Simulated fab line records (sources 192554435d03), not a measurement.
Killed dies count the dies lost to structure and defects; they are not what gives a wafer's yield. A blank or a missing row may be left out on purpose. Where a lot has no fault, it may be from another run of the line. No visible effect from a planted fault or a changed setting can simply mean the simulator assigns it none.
fab line records    flow n5-finfet
record: lots: 5  wafers: 15  last-day: 18
route steps=1938 shown BEOL_M4@1099 BEOL_M5@1112 BEOL_M11@1594 PASSIVATION@1936
lots untouched by any fault: they come from a run of this same line in which no faults occurred
start-h: hours from the record's first day to the start of the lot's first wafer shown    wait-h: time in hours since the lot's previous step    " repeats the value in the row above    L1.1+2: one row covering several wafers at once    - no value, or no start was given    * or withheld: withheld    < > ~ a bound
route shown NAME@n: names a module that has steps shown in the file, with the first one's number in the route    usual: the fault-free wafers' mean and standard deviation    same: alike in all rows    chamber/n: place in a boat    sites: each site's reading    _std_site: the values' standard deviation    _edge_site: the outer-site mean with the inner-site mean subtracted    radius-mm: for every site, how far away it sits from the centre of the wafer    mask NAME#n: copy n    behind: the most recent tool/chamber to have shaped the wafer    hold: what put the lot on hold/how long, in hours/how the hold closed    device: the transistor (n, p or np) that didn't switch    end of line: the tests these same wafers got at the end of their route    where a step has no rows: the recipe by itself    killed: not the wafer's yield, but the dies lost to structure and defects at the first sort    map: a wafer's dies, marking killed ones x, the rest . and places with no die _
set.NAME: the setting as run; set.NAME@STEP: as run at that earlier step    model.NAME: the simulator's own value behind a step, which no gauge read
a table for each step, a row for each wafer; lots at some steps of the route
services: when a tool's chamber went out of use (start-h, in hours from the record's first day, below 0 if earlier), for how many hours, and the reason
== steps ==
step: N5_BEOL_M4_ANNEAL_95
recipe: temp-c: 400  time-s: 240  ambient: vacuum
step: N5_BEOL_M4_SPUTTER_96
recipe: material: Cu  target-thk-a: 45  temp-c: -20  chamber-pressure-pa: 0.07  power-w: withheld  time-s: 8.29
step: N5_BEOL_M4_ECD_50
recipe: material: Cu  target-thk-a: 3000
step: N5_BEOL_M4_ANNEAL_51
recipe: temp-c: 225  time-s: 90  ambient: N2
step: N5_BEOL_M4_CMP_52
recipe: stop-on: SiOC  t-overpolish-s: 6.8  down-force-psi: 1  platen-rpm: 50  clearing-platen-down-force-psi: 1.5  clearing-platen-rpm: 50  post-cmp-clean: cu-alkaline  target-thk-nm: 40  clearing-platen-pad-velocity-m-s: 0.99484  pad-velocity-m-s: 0.99484
step: N5_BEOL_M4_PRE_CLEAN_60
recipe: gas: NH3/H2  time-s: 15  temp-c: *  rf-power-w: 300
step: N5_BEOL_M4_CO_CAP_55
recipe: material: Co  target-thk-a: 20  temp-c: 200  precursor: CCTBA/H2  pressure-torr: 30  time-s: 102.1
step: N5_BEOL_M4_PRE_CLEAN_56
recipe: gas: NH3  time-s: 15  temp-c: withheld  rf-power-w: 300
step: N5_BEOL_M4_DEP_57
recipe: material: SiCN  target-thk-a: 80  temp-c: withheld  precursor: 3MS/NH3  pressure-torr: 3  rf-w: 202  time-s: 14
step: N5_BEOL_M4_RC_MEAS_101
usual: DIBL_N: 35.8/1.6  DIBL_P: 36.0/1.9  IOFF_N: 0.151/0.029  IOFF_P: 0.21/0.037  ION_N: 673/12  ION_P: 463/7.3  SS_N: 71.5/0.58  SS_P: 73.2/0.61  VT_N: 251/3.3  VT_P: -250/3.3
lot.wafer  tool       chamber  start-h  wait-h  DIBL_N[mV/V]  DIBL_P[mV/V]  IOFF_N[nA/um]  IOFF_P[nA/um]  ION_N[uA/um]  ION_P[uA/um]  SS_N[mV/dec]  SS_P[mV/dec]  VT_N[mV]  VT_P[mV]
L524.1     prober-02  0        213.18   0.0     33.6          35.0          0.128          0.22           662           467           72.3          73.0          256       -248
L524.3     "          0        "        "       33.8          34.5          0.136          0.21           667           465           71.4          72.9          251       -247
L524.4     "          0        "        "       36.6          38.1          0.195          0.28           684           472           72.1          73.7          248       -243
L527.2     prober-02  0        249.54   0.2     36.6          37.3          0.144          0.19           682           461           72.2          73.9          252       -254
L527.4     "          0        "        "       34.1          34.0          0.119          0.16           669           453           70.8          72.8          251       -254
L527.6     "          0        "        "       36.6          37.1          0.163          0.19           668           450           72.0          73.7          249       -253
L528.2     prober-02  0        257.97   0.2     35.4          38.0          0.155          0.22           669           461           71.7          73.2          247       -250
L528.3     "          0        "        "       36.2          38.5          0.166          0.25           691           477           71.5          73.3          249       -246
L528.6     "          0        "        "       32.9          35.1          0.110          0.20           653           464           70.5          72.9          256       -249
L529.2     prober-02  0        261.20   0.2     35.5          34.8          0.130          0.18           666           460           71.4          72.2          254       -253
L529.5     "          0        "        "       37.9          37.1          0.165          0.21           673           459           71.2          73.7          249       -253
L529.6     "          0        "        "       34.9          33.7          0.116          0.16           662           454           70.8          72.5          256       -257
L538.2     prober-01  0        314.73   0.2     34.0          34.4          0.113          0.19           654           457           71.1          73.3          256       -252
L538.4     "          0        "        "       33.1          34.0          0.114          0.18           671           471           70.7          72.3          258       -251
L538.6     "          0        "        "       31.8          32.0          0.099          0.15           664           463           71.3          72.2          257       -252
step: N5_BEOL_M5_ILD_DEP_00
recipe: material: SiCOH_lowk  target-thk-a: 1406.4  temp-c: 300  precursor: DEMS/porogen  pressure-torr: 5  rf-w: 500  time-s: 25.9
step: N5_BEOL_M5_CURE_79
recipe: temp-c: 385  time-s: 240  ambient: He/Ar  material: SiCOH_lowk
step: N5_BEOL_M5_PECVD_70
recipe: material: SiO2  target-thk-a: 160  temp-c: 400  precursor: TEOS/O2  pressure-torr: 5.5  rf-w: 450  teos-flow-sccm: 53.8  gas: O2  flow-sccm: 3000  time-s: 18
step: N5_BEOL_M5_HM_DEP_02
recipe: material: TiN  target-thk-a: 200  temp-c: 25  chamber-pressure-pa: 0.49996
step: N5_BEOL_M5_COAT_59
recipe: resist: SOC  temp-c: 250  time-s: 60  spin-rpm: 1500  resist-thk-nm: 60
step: N5_BEOL_M5_COAT_60
recipe: resist: SiARC  temp-c: 220  time-s: 60  spin-rpm: 1500  resist-thk-nm: 12
step: N5_BEOL_M5_COAT_71
recipe: resist: underlayer  temp-c: 205  time-s: 60  spin-rpm: 1500  resist-thk-nm: 5
step: N5_BEOL_M5_COAT_05
recipe: resist: CAR-EUV  spin-rpm: 1500  resist-thk-nm: 30
step: N5_BEOL_M5_EBR_07
recipe: solvent: PGMEA  ebr-width-mm: 1.5
step: N5_BEOL_M5_SOFTBAKE_06
recipe: temp-c: 110  time-s: 60  resist: CAR-EUV
step: N5_BEOL_M5_EXPOSE_08
recipe: mask-id: M5  na: 0.33  source-shape: annular  sigma-inner: 0.4  sigma-outer: 0.8  polarization: unpolarized  target-cd-nm: 28  dose-mj: 35.75
step: N5_BEOL_M5_PEB_09
recipe: peb-temp-c: 100  peb-time-s: 60  resist: CAR-EUV
step: N5_BEOL_M5_DEVELOP_10
recipe: develop-time-s: 30  developer: TMAH  resist: CAR-EUV  rinse-liquid: surfactant-rinse  dry: air-spin  dev-temp-c: 23
step: N5_BEOL_M5_DESCUM_16
recipe: chemistry: O2  time-s: 7  source-power-w: 50  bias-power-w: 20  pressure-mtorr: 20  rf-frequency-hz: 2.712e+07  temp-c: 40  resist: CAR-EUV  o2-flow-sccm: 225
step: N5_BEOL_M5_ETCH_72
recipe: chemistry: N2/H2  target: underlayer  target-depth-a: 65  mask-material: CAR-EUV  time-s: 5.2  ion-energy-ev: 200  pressure-mtorr: 30  source-w: 840  bias-w: 150  n2-flow-sccm: 200  h2-flow-sccm: 200  ends: cleared
step: N5_BEOL_M5_ETCH_61
recipe: chemistry: CF4  target: SiARC  target-depth-a: 156  mask-material: CAR-EUV  time-s: 26  ion-energy-ev: 80  pressure-mtorr: 40  source-w: 545  bias-w: 36  Ar_flow_sccm: 100  cf4-flow-sccm: 100  ends: cleared
step: N5_BEOL_M5_ETCH_62
recipe: chemistry: N2/H2  target: SOC  target-depth-a: 750  overetch-a: 150  mask-material: SiARC  temp-c: 40  time-s: 112.5  ion-energy-ev: 200  pressure-mtorr: 30  source-w: 840  bias-w: 150  n2-flow-sccm: 200  h2-flow-sccm: 200
step: N5_BEOL_M5_STRIP_63
recipe: chemistry: N2/H2  temp-c: 40  n2-flow-sccm: 200  h2-flow-sccm: 200  rf-frequency-hz: 6e+07
step: N5_BEOL_M5_STRIP_73
recipe: chemistry: N2/H2  temp-c: 40  n2-flow-sccm: 200  h2-flow-sccm: 200  rf-frequency-hz: 6e+07
step: N5_BEOL_M5_STRIP_64
recipe: chemistry: CF4  resist: SiARC  power-w: 300  bias-power-w: 75  pressure-mtorr: 50  cf4-flow-sccm: 150  rf-frequency-hz: 6e+07
step: N5_BEOL_M5_HM_OPEN_17
recipe: chemistry: Cl2/BCl3  target-depth-a: 200  overetch-a: 60  target: TiN  mask-material: SOC  ion-energy-ev: 150  pressure-mtorr: 10  icp-w: 1000  bias-w: 126  Cl2_flow_sccm: 53.25  bcl3-flow-sccm: 21.75  Ar_flow_sccm: 25
step: N5_BEOL_M5_STRIP_19
recipe: chemistry: O2  power-w: 400  temp-c: 40  pressure-mtorr: 30  rf-frequency-hz: 6e+07  bias-power-w: 0  overash-fraction: 0.2  o2-flow-sccm: 225
step: N5_BEOL_M5_COAT_65
recipe: resist: SOC  temp-c: 250  time-s: 60  spin-rpm: 1500  resist-thk-nm: 60
step: N5_BEOL_M5_COAT_66
recipe: resist: SiARC  temp-c: 220  time-s: 60  spin-rpm: 1500  resist-thk-nm: 12
step: N5_BEOL_M11_ECD_50
recipe: material: Cu  target-thk-a: 3180
lot.wafer   tool       chamber  start-h  wait-h
L524.1+3+4  ecd-cu-02  1,0,1    276.35   0.1
L527.2+4+6  ecd-cu-02  0,1,0    314.91   0.1
L529.2+5+6  ecd-cu-02  0,0,1    319.60   0.1
L528.2+3+6  ecd-cu-01  0,0,1    327.16   0.1
L538.2+4+6  ecd-cu-01  0,0,1    383.18   0.1
step: N5_BEOL_M11_CMP_52
recipe: stop-on: SiCOH_lowk  t-overpolish-s: 7  down-force-psi: 1  platen-rpm: 50  clearing-platen-down-force-psi: 1.5  clearing-platen-rpm: 50  post-cmp-clean: cu-alkaline  target-thk-nm: 140  clearing-platen-pad-velocity-m-s: 0.99484  pad-velocity-m-s: 0.99484
usual: clearing-platen-rpm: 50.000/0.025  edge-zone-pressure-frac: 1.001/0.0058  motor-current-A: 5.7/0.42  time-to-endpoint-s: 66.7/2.9
lot.wafer  tool    chamber  start-h  wait-h  clearing-platen-rpm  edge-zone-pressure-frac  motor-current-A  time-to-endpoint-s
L524.3     cmp-01  3        276.91   0.2     50.004               1.004                    4.9              65.1
L524.1     "       0        "        "       49.992               1.011                    5.5              68.5
L524.4     "       1        "        "       50.016               0.996                    5.8              64.4
L527.2     cmp-03  3        315.81   0.3     49.948               1.003                    6.0              5.5
L527.4     "       0        "        "       50.028               0.996                    6.1              4.8
L527.6     "       1        "        "       50.014               0.996                    5.3              4.3
L529.2     cmp-03  3        320.23   0.4     50.001               0.993                    6.3              3.5
L529.5     "       0        "        "       49.968               0.994                    5.8              5.1
L529.6     "       1        "        "       49.998               1.009                    5.3              3.0
L528.3     cmp-01  2        327.85   0.2     50.033               1.003                    6.0              7.0
L528.2     "       3        "        "       50.016               1.011                    4.9              3.8
L528.6     "       0        "        "       49.958               1.002                    5.4              5.3
L538.2     cmp-01  2        383.63   0.2     49.965               1.008                    6.0              69.0
L538.4     "       3        "        "       49.976               1.007                    5.1              67.5
L538.6     "       2        "        "       50.015               1.003                    5.6              68.8
step: N5_PASSIVATION_PROBE_49
usual: defect-limited-yield: 90.9/1.4  killed_at_M0_to_M3: 37/12  killed_at_M4_up: 14/5.3  killed-at-contacts: 12/6.2  killed-at-front-end: 41/11  killed-at-other: 3.7/2.9  killed-dies: 107/17  killed-on-rim: 14/4.4  killed-open: 71/12  killed-short: 34/7.9  sort_bin_5_function: 5.3/0.95  sort_bin_6_memory: 3.4/0.7  sort-n-pass: 1073/17  sort-yield-pct: 90.9/1.5
same: gross-dies: 1180  killed-at-back-side: 0  sort_bin_4_leakage[%]: 0  sort_bin_8_speed[%]: 0
lot.wafer  tool       chamber  start-h  wait-h  defect-limited-yield[%]  killed_at_M0_to_M3  killed_at_M4_up  killed-at-contacts  killed-at-front-end  killed-at-other  killed-dies  killed-on-rim  killed-open  killed-short  sort_bin_5_function[%]  sort_bin_6_memory[%]  sort-n-pass  sort-yield-pct[%]
L524.1     prober-02  -        317.43   0.0     91.0                     35                  13               15                  42                   1                106          17             75           24            4.7                     3.6                   1074         91.0
L524.4     prober-02  -        317.58   0.2     92.8                     33                  7                6                   36                   3                85           10             56           23            4.3                     2.4                   1095         92.8
L527.2     prober-01  -        353.41   0.1     0                        31                  1107             7                   32                   3                1180         152            60           26            96.8                    3.0                   0            0
L527.4     prober-01  -        353.51   0.2     0                        43                  1097             7                   31                   2                1180         152            62           34            97.3                    2.5                   0            0
L527.6     prober-01  -        353.61   0.3     0                        26                  1117             5                   30                   2                1180         152            60           22            96.6                    3.1                   0            0
L529.2     prober-02  -        366.71   0.1     0                        44                  1102             10                  24                   0                1180         152            69           24            97.3                    2.6                   0            0
L529.5     prober-02  -        366.86   0.2     0                        28                  1111             7                   30                   4                1180         152            58           25            97.0                    2.7                   0            0
L529.6     prober-02  -        366.91   0.3     0                        46                  1079             11                  36                   8                1180         152            80           40            96.1                    3.4                   0            0
L528.2     prober-01  -        369.50   0.5     0                        44                  1091             2                   39                   4                1180         152            71           35            95.8                    3.7                   0            0
L528.3     prober-01  -        369.55   0.5     0                        40                  1095             3                   38                   4                1180         152            70           33            96.7                    3.1                   0            0
L528.6     prober-01  -        369.70   0.7     0                        29                  1100             5                   43                   3                1180         152            65           39            96.5                    3.2                   0            0
killed by level:class
L524.1 STI_FIN_REVEAL:geometric-particle:open=11 MOL_CONTACT_COAG:geometric-particle:open=10 DUMMY_GATE:geometric-particle:open=10 BEOL_M3:geometric-particle:open=8 BEOL_M0_SAQP:geometric-particle:short=6 BEOL_M1:geometric-particle:open=6 FIN_SAQP:geometric-particle:open=5 BEOL_M2:geometric-particle:open=5
L524.4 BEOL_M1:geometric-particle:open=9 DUMMY_GATE:geometric-particle:open=7 GATE_CUT:geometric-particle:short=5 BEOL_M0_SAQP:geometric-particle:short=5 BEOL_M2:geometric-particle:open=5 BEOL_M3:geometric-particle:open=5 BEOL_M5:geometric-particle:open=5 HKMG_FIN:area-etch=5
L527.2 BEOL_M11:area-ecd=1093 BEOL_M2:geometric-particle:open=9 MOL_CONTACT_COAG:geometric-particle:open=7 FIN_SAQP:geometric-particle:open=6 GATE_CUT:geometric-particle:open=5 BEOL_M0_SAQP:geometric-particle:short=5 BEOL_M2:geometric-particle:short=5 STARTING-WAFER:geometric-particle:short=5
L527.4 BEOL_M11:area-ecd=1083 BEOL_M2:geometric-particle:open=13 BEOL_M4:geometric-particle:open=10 BEOL_M1:geometric-particle:open=9 GATE_CUT:geometric-particle:short=8 FIN_SAQP:geometric-particle:short=7 MOL_CONTACT_COAG:geometric-particle:open=7 BEOL_M0_SAQP:geometric-particle:short=7
L527.6 BEOL_M11:area-ecd=1097 BEOL_M4:geometric-particle:open=14 BEOL_M2:geometric-particle:open=10 FIN_SAQP:geometric-particle:open=9 BEOL_M1:geometric-particle:open=6 STI_FIN_REVEAL:geometric-particle:open=4 MOL_CONTACT_COAG:geometric-particle:open=4 FIN_SAQP:geometric-particle:short=3
L529.2 BEOL_M11:area-ecd=1087 BEOL_M1:geometric-particle:open=9 MOL_CONTACT_COAG:geometric-particle:open=7 BEOL_M0_SAQP:geometric-particle:open=7 BEOL_M0:geometric-particle:open=7 BEOL_M3:geometric-particle:open=7 FIN_SAQP:geometric-particle:open=5 BEOL_M2:geometric-particle:open=5
L529.5 BEOL_M11:area-ecd=1097 BEOL_M1:geometric-particle:open=10 BEOL_M0:geometric-particle:open=6 FIN_SAQP:geometric-particle:open=5 STI_FIN_REVEAL:geometric-particle:open=5 STARTING-WAFER:geometric-particle:short=5 BEOL_M3:geometric-particle:open=5 DUMMY_GATE:geometric-particle:open=4
L529.6 BEOL_M11:area-ecd=1060 BEOL_M0:geometric-particle:open=11 MOL_CONTACT_COAG:geometric-particle:open=9 BEOL_M0_SAQP:geometric-particle:short=9 BEOL_M4:geometric-particle:open=9 BEOL_M2:geometric-particle:open=8 FIN_SAQP:geometric-particle:open=7 MIM_TOP:geometric-particle:open=5
L528.2 BEOL_M11:area-ecd=1072 FIN_SAQP:geometric-particle:open=17 BEOL_M0_SAQP:geometric-particle:short=16 BEOL_M0_SAQP:geometric-particle:open=12 BEOL_M4:geometric-particle:open=12 BEOL_M2:geometric-particle:open=8 FIN_SAQP:geometric-particle:short=7 GATE_CUT:geometric-particle:short=4
L528.3 BEOL_M11:area-ecd=1077 FIN_SAQP:geometric-particle:open=12 BEOL_M4:geometric-particle:open=10 BEOL_M1:geometric-particle:open=10 BEOL_M0_SAQP:geometric-particle:open=9 FIN_SAQP:geometric-particle:short=8 BEOL_M0_SAQP:geometric-particle:short=7 BEOL_M2:geometric-particle:open=7
L528.6 BEOL_M11:area-ecd=1076 FIN_SAQP:geometric-particle:short=14 BEOL_M2:geometric-particle:open=11 FIN_SAQP:geometric-particle:open=10 BEOL_M4:geometric-particle:open=9 BEOL_M0_SAQP:geometric-particle:short=8 BEOL_M8:geometric-particle:open=7 STI_FIN_REVEAL:geometric-particle:open=5
map L527.2 (x killed, . not)
_________________xxxxxxxxxxxx________________
______________xxxxxxxxxxxxxxxxxx_____________
___________xxxxxxxxxxxxxxxxxxxxxxxx__________
__________xxxxxxxxxxxxxxxxxxxxxxxxxx_________
________xxxxxxxxxxxxxxxxxxxxxxxxxxxxxx_______
_______xxxxxxxxxxxxxxxxxxxxxxxxxxxxxxxx______
______xxxxxxxxxxxxxxxxxxxxxxxxxxxxxxxxxx_____
_____xxxxxxxxxxxxxxxxxxxxxxxxxxxxxxxxxxxx____
____xxxxxxxxxxxxxxxxxxxxxxxxxxxxxxxxxxxxxx___
___xxxxxxxxxxxxxxxxxxxxxxxxxxxxxxxxxxxxxxxx__
___xxxxxxxxxxxxxxxxxxxxxxxxxxxxxxxxxxxxxxxx__
__xxxxxxxxxxxxxxxxxxxxxxxxxxxxxxxxxxxxxxxxxx_
__xxxxxxxxxxxxxxxxxxxxxxxxxxxxxxxxxxxxxxxxxx_
_xxxxxxxxxxxxxxxxxxxxxxxxxxxxxxxxxxxxxxxxxxxx
_xxxxxxxxxxxxxxxxxxxxxxxxxxxxxxxxxxxxxxxxxxxx
_xxxxxxxxxxxxxxxxxxxxxxxxxxxxxxxxxxxxxxxxxxxx
_xxxxxxxxxxxxxxxxxxxxxxxxxxxxxxxxxxxxxxxxxxxx
_xxxxxxxxxxxxxxxxxxxxxxxxxxxxxxxxxxxxxxxxxxxx
_xxxxxxxxxxxxxxxxxxxxxxxxxxxxxxxxxxxxxxxxxxxx
_xxxxxxxxxxxxxxxxxxxxxxxxxxxxxxxxxxxxxxxxxxxx
_xxxxxxxxxxxxxxxxxxxxxxxxxxxxxxxxxxxxxxxxxxxx
__xxxxxxxxxxxxxxxxxxxxxxxxxxxxxxxxxxxxxxxxxx_
__xxxxxxxxxxxxxxxxxxxxxxxxxxxxxxxxxxxxxxxxxx_
___xxxxxxxxxxxxxxxxxxxxxxxxxxxxxxxxxxxxxxxx__
___xxxxxxxxxxxxxxxxxxxxxxxxxxxxxxxxxxxxxxxx__
____xxxxxxxxxxxxxxxxxxxxxxxxxxxxxxxxxxxxxx___
_____xxxxxxxxxxxxxxxxxxxxxxxxxxxxxxxxxxxx____
______xxxxxxxxxxxxxxxxxxxxxxxxxxxxxxxxxx_____
_______xxxxxxxxxxxxxxxxxxxxxxxxxxxxxxxx______
________xxxxxxxxxxxxxxxxxxxxxxxxxxxxxx_______
__________xxxxxxxxxxxxxxxxxxxxxxxxxx_________
___________xxxxxxxxxxxxxxxxxxxxxxxx__________
______________xxxxxxxxxxxxxxxxxx_____________
_________________xxxxxxxxxxxx________________
map L528.2 (x killed, . not)
_________________xxxxxxxxxxxx________________
______________xxxxxxxxxxxxxxxxxx_____________
___________xxxxxxxxxxxxxxxxxxxxxxxx__________
__________xxxxxxxxxxxxxxxxxxxxxxxxxx_________
________xxxxxxxxxxxxxxxxxxxxxxxxxxxxxx_______
_______xxxxxxxxxxxxxxxxxxxxxxxxxxxxxxxx______
______xxxxxxxxxxxxxxxxxxxxxxxxxxxxxxxxxx_____
_____xxxxxxxxxxxxxxxxxxxxxxxxxxxxxxxxxxxx____
____xxxxxxxxxxxxxxxxxxxxxxxxxxxxxxxxxxxxxx___
___xxxxxxxxxxxxxxxxxxxxxxxxxxxxxxxxxxxxxxxx__
___xxxxxxxxxxxxxxxxxxxxxxxxxxxxxxxxxxxxxxxx__
__xxxxxxxxxxxxxxxxxxxxxxxxxxxxxxxxxxxxxxxxxx_
__xxxxxxxxxxxxxxxxxxxxxxxxxxxxxxxxxxxxxxxxxx_
_xxxxxxxxxxxxxxxxxxxxxxxxxxxxxxxxxxxxxxxxxxxx
_xxxxxxxxxxxxxxxxxxxxxxxxxxxxxxxxxxxxxxxxxxxx
_xxxxxxxxxxxxxxxxxxxxxxxxxxxxxxxxxxxxxxxxxxxx
_xxxxxxxxxxxxxxxxxxxxxxxxxxxxxxxxxxxxxxxxxxxx
_xxxxxxxxxxxxxxxxxxxxxxxxxxxxxxxxxxxxxxxxxxxx
_xxxxxxxxxxxxxxxxxxxxxxxxxxxxxxxxxxxxxxxxxxxx
_xxxxxxxxxxxxxxxxxxxxxxxxxxxxxxxxxxxxxxxxxxxx
_xxxxxxxxxxxxxxxxxxxxxxxxxxxxxxxxxxxxxxxxxxxx
__xxxxxxxxxxxxxxxxxxxxxxxxxxxxxxxxxxxxxxxxxx_
__xxxxxxxxxxxxxxxxxxxxxxxxxxxxxxxxxxxxxxxxxx_
___xxxxxxxxxxxxxxxxxxxxxxxxxxxxxxxxxxxxxxxx__
___xxxxxxxxxxxxxxxxxxxxxxxxxxxxxxxxxxxxxxxx__
____xxxxxxxxxxxxxxxxxxxxxxxxxxxxxxxxxxxxxx___
_____xxxxxxxxxxxxxxxxxxxxxxxxxxxxxxxxxxxx____
______xxxxxxxxxxxxxxxxxxxxxxxxxxxxxxxxxx_____
_______xxxxxxxxxxxxxxxxxxxxxxxxxxxxxxxx______
________xxxxxxxxxxxxxxxxxxxxxxxxxxxxxx_______
__________xxxxxxxxxxxxxxxxxxxxxxxxxx_________
___________xxxxxxxxxxxxxxxxxxxxxxxx__________
______________xxxxxxxxxxxxxxxxxx_____________
_________________xxxxxxxxxxxx________________
== services ==
tool       chamber  start-h  hours  kind
cmp-01     -        272.91   0.3    repair
cmp-03     -        290.76   4.0    pm
ecd-cu-02  -        291.51   0.7    repair
cmp-03     -        294.76   -      consumable-replace:conditioner
cmp-03     -        294.76   -      consumable-replace:pad
cmp-03     -        296.86   6.4    repair
cmp-01     -        302.68   5.5    pm
ecd-cu-01  -        305.00   3.0    repair
cmp-01     -        366.34   4.0    pm
cmp-01     -        370.34   -      consumable-replace:conditioner
cmp-01     -        370.34   -      consumable-replace:pad
== key ==
first-sign: step: N5_BEOL_M11_CMP_52  reading: time-to-endpoint-s  direction: down  sigmas: 21  usual: *  struck: *
effect: step: N5_PASSIVATION_PROBE_49  reading: killed_at_M4_up  direction: up  sigmas: 99+  usual: 14  struck: 1100
more-kills-born-at: N5_BEOL_M11_ECD_50@ecd-cu-02: 6517  N5_BEOL_M11_ECD_50@ecd-cu-01: 3225
met-at N5_BEOL_M11_ECD_50
struck-wafers L527.2,L527.4,L527.6,L528.2,L528.3,L528.6,L529.2,L529.5,L529.6
later-rows-left-out L527.2,L527.4,L527.6,L528.2,L528.3,L528.6,L529.2,L529.5,L529.6
onset-between 276.35 314.91
fault: kind: skipped-step-whole  tool: ecd-cu-01,ecd-cu-02  chamber: -  onset-h: 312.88  steps: N5_BEOL_M11_ECD_50  scope: struck-lots-only
later-rows-left-out: the simulator's readings of these wafers behind a module that went badly wrong aren't trusted and aren't shown, but for the sort
